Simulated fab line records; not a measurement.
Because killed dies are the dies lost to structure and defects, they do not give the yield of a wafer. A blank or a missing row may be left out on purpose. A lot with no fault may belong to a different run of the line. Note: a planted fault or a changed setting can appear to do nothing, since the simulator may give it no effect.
Chamber matching | flow n5-finfet | N5_BEOL_M1_ILD_DEP_00 on pecvd-03 has 3 sister chambers
The step deposits SiOC from DEMS/O2, target thk 79 nm, time 15.3 s. 14 wafers are shown with their chamber, then 6 later ones without.

EACH WAFER AND ITS CHAMBER
wafer  | chamber | showerhead-vpp-V (V) | heater-power-w (W) | showerhead-plenum-p-Torr (Torr)
L601.1 | 0       | 1457                 | 373                | 5.679
L601.2 | 1       | 1347                 | 609                | 5.695
L601.6 | 1       | 1314                 | 623                | 5.702
L604.3 | 1       | 1341                 | 626                | 5.682
L604.5 | 2       | 1519                 | 480                | 5.663
L605.1 | 0       | 1423                 | 462                | 5.678
L605.4 | 0       | 1448                 | 452                | 5.687
L605.6 | 2       | 1525                 | 553                | 5.674
L609.1 | 0       | 1417                 | 405                | 5.683
L609.4 | 1       | 1358                 | 611                | 5.693
L609.5 | 2       | 1530                 | 508                | 5.659
L612.1 | 2       | 1536                 | 516                | 5.650
L612.2 | 0       | 1450                 | 406                | 5.681
L612.4 | 0       | 1425                 | 419                | 5.694

SIGNATURES (means of the wafers above)
reading                  | chamber 0 | chamber 1 | chamber 2 | scatter within a chamber
showerhead-vpp-V         | 1436.67   | 1340.00   | 1527.50   | 15.5
heater-power-w           | 419.50    | 617.25    | 514.25    | 27.6
showerhead-plenum-p-Torr | 5.68367   | 5.69300   | 5.66150   | 0.00788
Rule: a wafer lies at a distance from a chamber equal to the root of the sum of squares, over the readings, of (its reading less the chamber's mean, divided by the reading's scatter). The wafer belongs to the nearest chamber; if the next one is less than 2 further off, it can't be placed. The scatter: take each reading less its chamber's mean, square it, sum over the shown wafers, divide by the number of wafers less the number of chambers, and take the root.

WAFERS WITH NO CHAMBER GIVEN
wafer  | showerhead-vpp-V (V) | heater-power-w (W) | showerhead-plenum-p-Torr (Torr)
L615.1 | 1490                 | 514                | 5.656
L615.3 | 1423                 | 464                | 5.679
L617.1 | 1547                 | 493                | 5.663
L617.5 | 1445                 | 430                | 5.676
L622.5 | 1418                 | 383                | 5.682
L622.6 | 1519                 | 546                | 5.662

THE CHAMBER EACH PASSED THROUGH
wafer  | from the rows above | in truth
L615.1 | 2                   | 2
L615.3 | 0                   | 0
L617.1 | 2                   | 2
L617.5 | 0                   | 0
L622.5 | 0                   | 0
L622.6 | 2                   | 2
Placed correctly: 6 of 6. Can't be placed from these rows: 0. Placed wrongly: 0.
